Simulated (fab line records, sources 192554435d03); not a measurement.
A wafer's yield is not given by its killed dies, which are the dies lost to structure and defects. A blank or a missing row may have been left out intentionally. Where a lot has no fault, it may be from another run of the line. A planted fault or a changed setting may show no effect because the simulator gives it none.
Which of the tools did it?    flow n5Finfet    15 lots, 43 wafers sampled, at 2 steps of a route of 1938

WHAT EACH GAUGE READ, for each wafer
N5_BEOL_M6_THK_MEAS_53: measures by xrf.
lot   measured      on            M6_THK (nm)
L287  day 8 07:41   filmMetro-02  78.6 80.0 78.0
L288  day 9 00:53   filmMetro-02  75.6 80.5 78.2
L289  day 9 04:04   filmMetro-01  77.1 78.5 74.2
L291  day 9 21:14   filmMetro-02  79.9 80.9 77.8
L292  day 9 23:59   filmMetro-01  79.3 74.9 76.4
L293  day 10 02:31  filmMetro-01  75.8 78.0 76.1
L294  day 10 06:34  filmMetro-01  75.4 76.0 76.9
L295  day 10 22:57  filmMetro-01  75.2 76.3 75.4
L296  day 11 02:12  filmMetro-01  78.7 77.7
L302  day 12 12:32  filmMetro-01  77.2 77.0 75.7
L303  day 12 23:08  filmMetro-02  75.4 78.0
L307  day 13 09:59  filmMetro-01  77.4 78.2 78.2
L306  day 13 15:13  filmMetro-02  76.7 76.1 80.2
L304  day 13 22:02  filmMetro-01  77.6 76.2 77.8
L310  day 15 06:00  filmMetro-01  78.8 79.8 79.6

WHAT TOOL EACH LOT RAN ON (gives the tool, then ch and the chambers of the sampled wafers, and finally the start)
lot   N5_BEOL_M6_PRE_CLEAN_45
L287  pvdSputter-01, day 8 05:59
L288  pvdSputter-01, day 8 21:44
L289  pvdSputter-01, day 9 02:44
L291  pvdSputter-01, day 9 19:53
L292  pvdSputter-03, day 9 22:34
L293  pvdSputter-02, day 10 00:58
L294  pvdSputter-02, day 10 04:40
L295  pvdSputter-03, day 10 21:10
L296  pvdSputter-02, day 10 23:13
L302  pvdSputter-03, day 12 09:35
L303  pvdSputter-01, day 12 21:32
L307  pvdSputter-01, day 13 08:17
L306  pvdSputter-03, day 13 13:11
L304  pvdSputter-03, day 13 20:03
L310  pvdSputter-02, day 15 04:10
- N5_BEOL_M6_PRE_CLEAN_45: time 30 s.

WHAT THE TOOLS THEMSELVES READ (means of the sampled wafers that have a number; where no wafer has one, the mark that the record gives instead)
N5_BEOL_M6_PRE_CLEAN_45.
lot   tool           heaterPowerW (W)
L287  pvdSputter-01  325
L288  pvdSputter-01  329
L289  pvdSputter-01  329
L291  pvdSputter-01  350
L292  pvdSputter-03  312
L293  pvdSputter-02  336
L294  pvdSputter-02  332
L295  pvdSputter-03  282
L296  pvdSputter-02  345
L302  pvdSputter-03  277
L303  pvdSputter-01  355
L307  pvdSputter-01  346
L306  pvdSputter-03  321
L304  pvdSputter-03  312
L310  pvdSputter-02  328

THE ANSWER, worked out from the rows above alone
Rule: the lots themselves supply what counts as usual. Put in order of their means at a reading, lots are off if they are a third of the lots or fewer, leave a main group of 4 or more, and stand apart from it by a gap of 3 or more times the standard deviation of the main group's means; of several such gaps the widest counts. A main group whose means are all the same, to the digits that the tables above print for the reading, isn't used. Also off: a lot with no number at a reading for which 4 or more lots have one. Any other lot the step has rows for is counted as sound. After the gauges, taken in route order, come the tools' own readings; for these a lot's mean is taken, as printed above. At the first step where some lot is off, the reading lying furthest off is the one used; lots without a number count as furthest.
None of the lots is off at any reading shown; this tells nothing.

WHAT WAS PUT IN BY THE SIMULATOR
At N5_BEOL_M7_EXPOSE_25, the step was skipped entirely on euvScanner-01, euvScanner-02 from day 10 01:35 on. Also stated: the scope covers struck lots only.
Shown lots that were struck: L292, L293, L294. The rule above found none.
